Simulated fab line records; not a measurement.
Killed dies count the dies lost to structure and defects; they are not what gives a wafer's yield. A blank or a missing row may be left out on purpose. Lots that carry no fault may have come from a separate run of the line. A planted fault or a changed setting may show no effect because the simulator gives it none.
Chamber matching -- flow n5-finfet -- N5_BEOL_M7_STRIP_67 on rie-diel-03 has 4 sister chambers
The step strips in CF4. 4 wafers are shown with their chamber, then 12 later ones without.

EACH WAFER AND ITS CHAMBER
wafer,chamber,showerhead-plenum-p-Torr (Torr)
L088.1,2,1.73
L088.5,0,1.73
L090.1,3,1.85
L090.5,1,1.78

WAFERS WITHOUT THEIR CHAMBER
wafer,showerhead-plenum-p-Torr (Torr)
L094.1,1.85
L094.5,1.72
L094.6,1.85
L097.2,1.77
L097.3,1.85
L097.5,1.85
L095.1,1.77
L095.4,1.72
L095.5,1.85
L096.1,1.85
L096.2,1.72
L096.5,1.77

CHAMBER TAKEN BY EACH
wafer,from the rows above,in truth
L094.1,3,3
L094.5,can't be placed: 0 or 2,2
L094.6,3,3
L097.2,1,1
L097.3,3,3
L097.5,3,3
L095.1,1,1
L095.4,can't be placed: 0 or 2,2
L095.5,3,3
L096.1,3,3
L096.2,can't be placed: 0 or 2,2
L096.5,1,1
Correct placement for 9 of the 12. Can't be placed from these rows: 3 (the true chamber is among the candidates in 3). Wrongly placed: 0.
How it was worked out, from the rows above alone: a wafer's distance from a chamber is the root of the sum, over the readings, of the square of ((its reading less the chamber's mean) divided by the reading's scatter). The wafer belongs to the nearest chamber; if the next one is less than 2 further off, it can't be placed. A chamber's mean is the mean of its shown wafers. The scatter: root of mean squared gap, hidden wafer to nearest shown wafer, with one shown wafer a chamber.
